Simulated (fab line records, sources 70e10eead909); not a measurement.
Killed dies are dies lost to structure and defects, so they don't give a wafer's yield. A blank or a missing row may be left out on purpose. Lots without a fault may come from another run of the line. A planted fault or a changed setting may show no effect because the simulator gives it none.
A struck lot beside a sound one | flow nand_harc | 39 steps out of a route of 1159
Sound: wafers L671.1, L671.2, L671.4. Struck: wafers L675.1, L675.2, L675.4. The cause comes at the end.
At each step with rows: each side's tool, then ch and its chambers, then its first start. Under that, the readings that differ: sound wafers | struck wafers | difference of the means | sigmas: that difference in standard deviations of wafers without a fault.
alike: readings whose means differ by less than 2 such deviations, and words and numbers that are the same on both sides. not compared: withheld readings, readings that some wafer has no value for, bounds like >300 that may hide the same value, and numbers for which the record gives no deviation and whose values overlap.
The two part at a step that has a row with sigmas, a row that says differs or no value, or rows on one side only. Numbers that don't overlap but have no deviation are shown without sigmas and don't part them. A reading that every wafer of one side lacks parts them only if that side has two wafers or more.

first, 2 steps without rows for these wafers: NHARC_A_STAIRCASE_HARDBAKE_10 (time 140 s); NHARC_A_STAIRCASE_DESCUM_11 (chemistry O2, time 3 s).
NHARC_A_STAIRCASE_TRIM_12: chemistry O2, time 211.2 s.
  sound on rie_diel-06 ch 0,1,2, day 11 11:53; struck on rie_diel-02 ch 1,2,3, day 12 07:37
  reading                | sound | struck   | difference | sigmas
  rf_hours_counter_h (h) | 1 0 0 | 44 46 44 | +44        |
  alike: drypump_motor_current_A, oes_product_au, rf_vpp_V, showerhead_plenum_p_Torr, throttle_valve_pct
then, 1 step without rows for these wafers: NHARC_A_STAIRCASE_ETCH_13 (etches the open film in C4F8/O2, target depth 100 nm, time 40.5 s).
NHARC_A_STAIRCASE_TRIM_14: chemistry O2, time 211.2 s.
  sound on rie_diel-06 ch 1,2,3; struck on rie_diel-02 ch 1,2,3
  reading                | sound | struck   | difference | sigmas
  rf_hours_counter_h (h) | 1 1 1 | 44 46 45 | +44        |
  alike: drypump_motor_current_A, oes_product_au, rf_vpp_V, showerhead_plenum_p_Torr, throttle_valve_pct
then, 4 steps without rows for these wafers: NHARC_A_STAIRCASE_ETCH_15 (etches the open film in C4F8/O2, target depth 100 nm, time 40.5 s); NHARC_A_STAIRCASE_TRIM_16 (chemistry O2, time 211.2 s); NHARC_A_STAIRCASE_ETCH_17 (etches the open film in C4F8/O2, target depth 100 nm, time 40.5 s); NHARC_A_STAIRCASE_TRIM_18 (chemistry O2, time 211.2 s).
NHARC_A_STAIRCASE_ETCH_19: etches the open film in C4F8/O2, target depth 100 nm, time 40.5 s.
  sound on rie_diel-06 ch 0,2,3; struck on rie_diel-02 ch 0,2,3
  reading                | sound | struck   | difference | sigmas
  rf_hours_counter_h (h) | 2 2 2 | 47 46 44 | +44        |
  alike: bias_w, oes_product_au, rf_fwd_power_W, rf_vpp_V
NHARC_A_STAIRCASE_TRIM_20: chemistry O2, time 211.2 s.
  sound on rie_diel-10 ch 1,3, day 11 13:50; struck on rie_diel-10 ch 0,1,3, day 12 08:40
  alike: drypump_motor_current_A, oes_product_au, rf_vpp_V, showerhead_plenum_p_Torr, throttle_valve_pct
  not compared: rf_hours_counter_h
then, 1 step without rows for these wafers: NHARC_A_STAIRCASE_ETCH_21 (etches the open film in C4F8/O2, target depth 100 nm, time 40.5 s).
NHARC_A_STAIRCASE_TRIM_22: chemistry O2, time 211.2 s.
  sound on rie_diel-10 ch 2,3; struck on rie_diel-10 ch 0,2,3
  alike: drypump_motor_current_A, oes_product_au, rf_vpp_V, showerhead_plenum_p_Torr, throttle_valve_pct
  not compared: rf_hours_counter_h
then, 19 steps without rows for these wafers: NHARC_A_STAIRCASE_ETCH_23 (etches the open film in C4F8/O2, target depth 100 nm, time 40.5 s); NHARC_A_STAIRCASE_TRIM_24 (chemistry O2, time 211.2 s); NHARC_A_STAIRCASE_ETCH_25 (etches the open film in C4F8/O2, target depth 100 nm, time 40.5 s); NHARC_A_STAIRCASE_TRIM_26 (chemistry O2, time 211.2 s); NHARC_A_STAIRCASE_ETCH_27 (etches the open film in C4F8/O2, target depth 100 nm, time 40.5 s); NHARC_A_STAIRCASE_STRIP_175 (strips in O2); NHARC_A_STAIRCASE_STRIP_148 (strips in SPM, time 900 s); NHARC_A_STAIRCASE_PRECLEAN_149 (cleans in SC1); NHARC_A_STAIRCASE_SRD_150; NHARC_A_STAIRCASE_DEHYDRATE_176 (time 120 s); NHARC_A_STAIRCASE_HMDS_177 (time 30 s); NHARC_A_STAIRCASE_COAT_178; NHARC_A_STAIRCASE_SOFTBAKE_179 (time 170 s); NHARC_A_STAIRCASE_EBR_180; NHARC_A_STAIRCASE_EXPOSE_181 (exposes mask STAIR 2); NHARC_A_STAIRCASE_PEB_182 (peb time 130 s); NHARC_A_STAIRCASE_DEVELOP_183 (time 140 s); NHARC_A_STAIRCASE_HARDBAKE_185 (time 140 s); NHARC_A_STAIRCASE_DESCUM_186 (chemistry O2, time 3 s).
NHARC_A_STAIRCASE_TRIM_187: chemistry O2, time 211.2 s.
  sound on rie_diel-06 ch 0,1,3, day 11 16:35; struck on rie_diel-02 ch 0,1,3, day 12 11:17
  reading                | sound | struck   | difference | sigmas
  rf_hours_counter_h (h) | 2 2 2 | 47 45 48 | +45        |
  alike: drypump_motor_current_A, oes_product_au, rf_vpp_V, showerhead_plenum_p_Torr, throttle_valve_pct
then, 5 steps without rows for these wafers: NHARC_A_STAIRCASE_ETCH_188 (etches the open film in C4F8/O2, target depth 100 nm, time 40.5 s); NHARC_A_STAIRCASE_TRIM_189 (chemistry O2, time 211.2 s); NHARC_A_STAIRCASE_ETCH_190 (etches the open film in C4F8/O2, target depth 100 nm, time 40.5 s); NHARC_A_STAIRCASE_TRIM_191 (chemistry O2, time 211.2 s); NHARC_A_STAIRCASE_ETCH_192 (etches the open film in C4F8/O2, target depth 100 nm, time 40.5 s).
-- the record jumps here: 9 days lie between the struck wafers' starts before and after (it left off in module A_STAIRCASE and takes up again in module END, whose first step shown is number 1159 of the route) --
NHARC_END_SORT_01:
  the record has rows for the struck wafers here (prober-02 ch 0, day 21 19:29) and none for the sound ones

WHERE THEY PART
Only at NHARC_END_SORT_01, within this record.

WHY: what the simulator had put in
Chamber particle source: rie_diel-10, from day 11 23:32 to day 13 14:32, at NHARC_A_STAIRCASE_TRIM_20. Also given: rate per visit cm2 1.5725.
